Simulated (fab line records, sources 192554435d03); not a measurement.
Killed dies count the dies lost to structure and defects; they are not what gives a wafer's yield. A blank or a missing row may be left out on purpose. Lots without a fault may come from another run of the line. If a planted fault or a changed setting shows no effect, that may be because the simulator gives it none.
Chamber matching ; flow n5 finfet ; N5_BEOL_M7_ETCH_61 on rie diel-01: 4 sister chambers
The step etches SiARC in CF4, target depth 45.5 nm, time 75.8 s. 4 wafers are shown with their chamber, then 12 later ones without.

== WAFERS WITH THEIR CHAMBER ==
wafer;chamber;drypump motor current A (A)
L087.5;3;6.3
L091.3;2;5.1
L091.4;0;6.2
L091.5;1;6.1

== WAFERS MISSING THEIR CHAMBER ==
wafer;drypump motor current A (A)
L090.1;6.4
L090.2;5.1
L090.6;6.1
L092.1;6.4
L092.3;6.1
L092.6;6.1
L096.1;5.1
L096.2;6.3
L096.4;6.1
L097.3;6.2
L097.5;6.2
L097.6;6.4

== EACH ONE'S CHAMBER ==
wafer;from the rows above;in truth
L090.1;can't be placed: 3 or 0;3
L090.2;2;2
L090.6;1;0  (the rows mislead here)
L092.1;can't be placed: 3 or 0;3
L092.3;1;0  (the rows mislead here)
L092.6;1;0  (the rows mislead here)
L096.1;2;2
L096.2;can't be placed: 3 or 0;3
L096.4;1;1
L097.3;can't be placed: 0 or 3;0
L097.5;can't be placed: 0 or 3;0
L097.6;can't be placed: 3 or 0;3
Placed correctly: 3 of 12. Not placeable from these rows: 6 (in 6, the candidates include the true chamber). Number placed wrongly: 3.
How it was worked out, from the rows above alone: a wafer's distance from a chamber is the root of the sum, over the readings, of the square of ((its reading less the chamber's mean) divided by the reading's scatter). The wafer belongs to the nearest chamber; if the next one is less than 2 further off, it can't be placed. For every chamber, the mean is computed from those of its wafers that are shown. The scatter (one wafer shown for each chamber): square how far every hidden wafer sits from the nearest shown wafer, average those squares and take the square root.
